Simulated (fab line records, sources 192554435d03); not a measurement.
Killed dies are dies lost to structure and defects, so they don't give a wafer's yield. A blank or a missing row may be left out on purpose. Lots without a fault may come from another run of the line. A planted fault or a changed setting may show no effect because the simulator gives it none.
fab line records | flow n5_finfet | part 2 of 2: steps 21 to 28 of 28
record lots=5 wafers=15 last_day=17
route steps=1938 shown BEOL_M1@763
lots that met no fault: from a run of the same line without faults
start_h: hours from the record's first day to the start of the lot's first wafer shown | wait_h: hours since the lot's step before | " the same as in the row above | L1.1+2: a row that stands for several wafers | - no value, or no start given | * or withheld: withheld | < > ~ a bound
route shown NAME@n: a module of which the file shows steps, and the number in the route of the first | usual: mean/standard deviation of fault-free wafers | same: alike in all rows | chamber/n: place in a boat | sites: the reading at each site | _std_site: their standard deviation | _edge_site: outer sites' mean less inner sites' | radius_mm: how far each site lies from the wafer's centre | mask NAME#n: copy n | behind: the tool/chamber that last shaped the wafer | hold: why the lot was held/for how many hours/how that ended | device: the transistor (n, p or np) that didn't switch | end of line: the same wafers' tests at the end of the route | a step without rows: its recipe alone | killed: dies lost to structure and defects at the first sort, not the wafer's yield | map: a wafer's dies, x killed, . not, _ none there
set.NAME: the setting as run; set.NAME@STEP: as run at that earlier step | model.NAME: the simulator's own value behind a step, which no gauge read
lots at some steps of the route; a table a step, a row a wafer
services: from which hour (start_h, from the record's first day; less than 0 if before it) a tool's chamber was out of use, for how many hours, and why
## steps
# step N5_BEOL_M1_EXPOSE_25
# recipe mask_id=V0 na=0.33 source_shape=quasar sigma_inner=0.2 sigma_outer=0.8 polarization=unpolarized defocus_nm=5 target_cd_nm=24 dose_mj=63
# same sigma_outer=0.8
# columns lot.wafer tool chamber start_h wait_h mask
L077.1+5+6 euv_scanner-02 0 138.39 - V0#0
L080.1+2+6 euv_scanner-01 0 153.94 - V0#0
L086.2+3+4 euv_scanner-02 0 202.31 - V0#0
L087.4+5+6 euv_scanner-02 0 211.33 - V0#0
L094.2+5+6 euv_scanner-02 0 247.14 - V0#0
# step N5_BEOL_M1_PEB_26
# recipe peb_temp_c=100 peb_time_s=60 resist=CAR-EUV
# usual heater_power_total_W=153.8/1
# columns lot.wafer tool chamber start_h wait_h heater_power_total_W
L077.1 litho_track-01 0 138.47 0.1 155.7
L077.5 " 0 " " 152.8
L077.6 " 0 " " 154.6
L080.1 litho_track-01 0 154.02 0.1 155.0
L080.2 " 0 " " 155.4
L080.6 " 0 " " 153.9
L086.2 litho_track-02 0 202.38 0.1 154.1
L086.3 " 0 " " 154.4
L086.4 " 0 " " 152.3
L087.4 litho_track-05 0 211.38 0.0 153.9
L087.5 " 0 " " 153.0
L087.6 " 0 " " 155.3
L094.2 litho_track-02 0 247.21 0.1 155.6
L094.5 " 0 " " 152.7
L094.6 " 0 " " 153.3
# step N5_BEOL_M1_DEVELOP_27
# recipe develop_time_s=30 developer=TMAH resist=CAR-EUV rinse_liquid=surfactant_rinse dry=air_spin dev_temp_c=23
# columns lot.wafer tool chamber start_h wait_h
L077.1+5+6 litho_track-01 0 - -
L080.1+2+6 litho_track-01 0 - -
L086.2+3+4 litho_track-02 0 - -
L087.4+5+6 litho_track-05 0 - -
L094.2+5+6 litho_track-02 0 - -
# step N5_BEOL_M1_CD_MEAS_28
# recipe landing_energy_ev=500 detector=se_inlens target_cd_y_nm=23.3
# usual cd_nm=23.96/0.23
# columns lot.wafer tool chamber start_h wait_h cd_nm
L077.1 cd_sem-01 0 138.54 - 23.96
L077.5 " 0 " " 23.73
L077.6 " 0 " " 23.75
L080.1 cd_sem-02 0 154.09 - 23.74
L080.2 " 0 " " 24.13
L080.6 " 0 " " 23.86
L086.2 cd_sem-02 0 202.45 - 23.97
L086.3 " 0 " " 24.10
L086.4 " 0 " " 24.09
L087.4 cd_sem-02 0 211.45 - 23.97
L087.5 " 0 " " 23.59
L087.6 " 0 " " 23.82
L094.2 cd_sem-02 0 247.28 - 23.97
L094.5 " 0 " " 24.14
L094.6 " 0 " " 24.38
# step N5_BEOL_M1_OVL_MEAS_29
# recipe points_per_wafer=522
# usual V0_OVL=0.2/0.82
# same points_per_wafer=522
# columns lot.wafer tool chamber start_h wait_h V0_OVL[nm]
L077.1 overlay-01 0 138.57 0.0 0.8
L077.5 " 0 " " 0.8
L077.6 " 0 " " 0.6
L080.1 overlay-01 0 154.12 0.0 -1.1
L080.2 " 0 " " -0.8
L080.6 " 0 " " -1.5
L086.2 overlay-01 0 202.48 0.0 -0.1
L086.3 " 0 " " 0.5
L086.4 " 0 " " 0.1
L087.4 overlay-01 0 211.50 0.0 -0.2
L087.5 " 0 " " 0.3
L087.6 " 0 " " 0.3
L094.2 overlay-02 0 247.31 0.0 2.8
L094.5 " 0 " " 1.3
L094.6 " 0 " " 1.7
# step N5_BEOL_M1_INSPECT_30
# recipe mode=adi inspect_instrument=brightfield
# usual raw_defect_count=409/81
# columns lot.wafer tool chamber start_h wait_h raw_defect_count
L077.1 defect_inspect-01 - 138.63 0.1 250
L077.5 " - " " 389
L077.6 " - " " 199
L080.1 defect_inspect-01 - 154.18 0.1 406
L080.2 " - " " 367
L080.6 " - " " 434
L086.2 defect_inspect-01 - 202.54 0.0 394
L086.3 " - " " 318
L086.4 " - " " 450
L087.4 defect_inspect-01 - 211.54 0.0 372
L087.5 " - " " 334
L087.6 " - " " 459
L094.2 defect_inspect-01 - 247.37 0.0 414
L094.5 " - " " 350
L094.6 " - " " 360
# step N5_BEOL_M1_DESCUM_33
# recipe chemistry=O2 time_s=7 source_power_w=50 bias_power_w=20 pressure_mtorr=20 rf_frequency_hz=2.712e+07 temp_c=40 resist=CAR-EUV o2_flow_sccm=225
# usual drypump_motor_current_A=5.5/0.53 oes_product_au=0.79/0.082 rf_vpp_V=243.4/1.2 showerhead_plenum_p_Torr=2.11/0.064 throttle_valve_pct=20.36/0.24
# columns lot.wafer tool chamber start_h wait_h drypump_motor_current_A oes_product_au rf_hours_counter_h rf_vpp_V showerhead_plenum_p_Torr throttle_valve_pct
L077.1 rie_diel-02 3 138.66 0.0 4.9 0.71 222 243.7 2.15 20.54
L077.5 " 0 " " 6.1 0.77 - 246.4 2.18 20.02
L077.6 " 1 " " 5.8 0.70 - 242.9 2.06 20.82
L080.1 rie_diel-03 0 154.21 0.0 5.6 0.96 12 241.4 2.06 19.92
L080.2 " 2 " " 6.4 0.89 32 244.4 2.22 20.18
L080.6 " 0 " " 5.6 0.97 - 242.7 2.06 19.92
L086.2 rie_diel-01 0 202.57 0.0 5.8 0.84 54 243.8 2.22 20.57
L086.3 " 1 " " 5.7 0.77 142 243.7 2.10 20.37
L086.4 " 3 " " 5.5 0.88 41 244.9 2.13 20.36
L087.4 rie_diel-02 3 211.61 0.1 4.9 0.69 - 243.5 2.14 20.57
L087.5 " 0 " " 6.1 0.76 - 243.9 2.17 20.02
L087.6 " 2 " " 5.0 0.80 - 242.0 2.03 20.45
L094.2 rie_diel-02 1 247.40 0.0 5.8 0.98 3 243.0 2.05 20.45
L094.5 " 2 " " 5.1 0.79 - 241.3 2.02 20.47
L094.6 " 3 " " 4.9 0.67 - 242.6 2.14 20.59
# step N5_BEOL_M1_ETCH_77
# recipe chemistry=N2/H2 target=underlayer target_depth_a=65 mask_material=CAR-EUV time_s=5.2 ion_energy_ev=200 pressure_mtorr=30 source_w=840 bias_w=150 n2_flow_sccm=200 h2_flow_sccm=200 ends=cleared
# usual drypump_motor_current_A=5.5/0.53 etch_rf_on_time_s=5.17/0.081 oes_product_au=0.68/0.072 rf_vpp_V=524.4/2.6 showerhead_plenum_p_Torr=2.57/0.08 throttle_valve_pct=17.78/0.22
# columns lot.wafer tool chamber start_h wait_h drypump_motor_current_A etch_rf_on_time_s oes_product_au rf_hours_counter_h rf_vpp_V showerhead_plenum_p_Torr throttle_valve_pct
L077.1 rie_diel-02 3 138.70 0.0 4.9 5.22 0.60 222 528.0 2.61 17.93
L077.5 " 0 " " 6.1 5.17 0.66 - 528.1 2.67 17.64
L077.6 " 1 " " 5.8 5.17 0.59 - 525.6 2.51 18.25
L080.1 rie_diel-03 0 154.25 0.0 5.7 5.27 0.82 12 523.7 2.50 17.26
L080.2 " 2 " " 6.4 5.20 0.75 32 528.7 2.72 17.70
L080.6 " 0 " " 5.6 5.29 0.81 - 521.1 2.50 17.29
L086.2 rie_diel-01 0 202.61 0.0 5.8 5.09 0.73 54 527.3 2.68 17.85
L086.3 " 1 " " 5.7 5.19 0.66 142 524.3 2.55 17.80
L086.4 " 3 " " 5.6 5.24 0.75 41 525.6 2.58 17.69
L087.4 rie_diel-02 3 211.63 0.0 4.9 5.29 0.58 - 524.9 2.60 17.97
L087.5 " 0 " " 6.1 5.21 0.64 - 525.3 2.66 17.63
L087.6 " 2 " " 5.1 5.18 0.69 - 524.1 2.46 17.84
L094.2 rie_diel-02 1 247.43 0.0 5.8 5.21 0.82 3 522.5 2.50 17.81
L094.5 " 2 " " 5.1 5.11 0.67 - 521.5 2.46 17.87
L094.6 " 3 " " 4.9 5.26 0.58 - 525.1 2.60 17.97
## services
# columns tool chamber start_h hours kind
rie_metal-03 1 126.76 - clean
euv_scanner-02 0 131.44 - calibration
rie_diel-01 3 135.89 14.2 repair
euv_scanner-02 - 141.37 1.0 pm
rie_diel-02 0 141.71 3.3 repair
rie_diel-03 3 151.46 4.3 repair
euv_scanner-01 - 165.48 1.0 pm
rie_diel-03 2 170.31 8.0 repair
euv_scanner-01 - 183.00 5.8 pm
euv_scanner-02 - 198.40 0.4 repair
euv_scanner-02 - 206.08 1.0 pm
rie_diel-02 1 210.87 - clean
rie_diel-02 1 210.87 - consumable_replace:focus_ring
rie_diel-02 1 210.87 26.1 scheduled_down
rie_diel-02 1 210.87 26.1 vent_cycle
rie_diel-03 3 214.67 3.1 repair
rie_diel-01 0 216.59 1.2 repair
rie_diel-02 - 219.04 0.7 repair
euv_scanner-01 - 221.63 1.0 pm
rie_diel-03 2 224.91 9.3 repair
litho_track-02 - 226.17 - consumable_replace:filter
euv_scanner-02 - 227.56 5.2 repair
euv_scanner-01 - 236.80 4.6 pm
rie_diel-03 0 240.51 12.8 repair
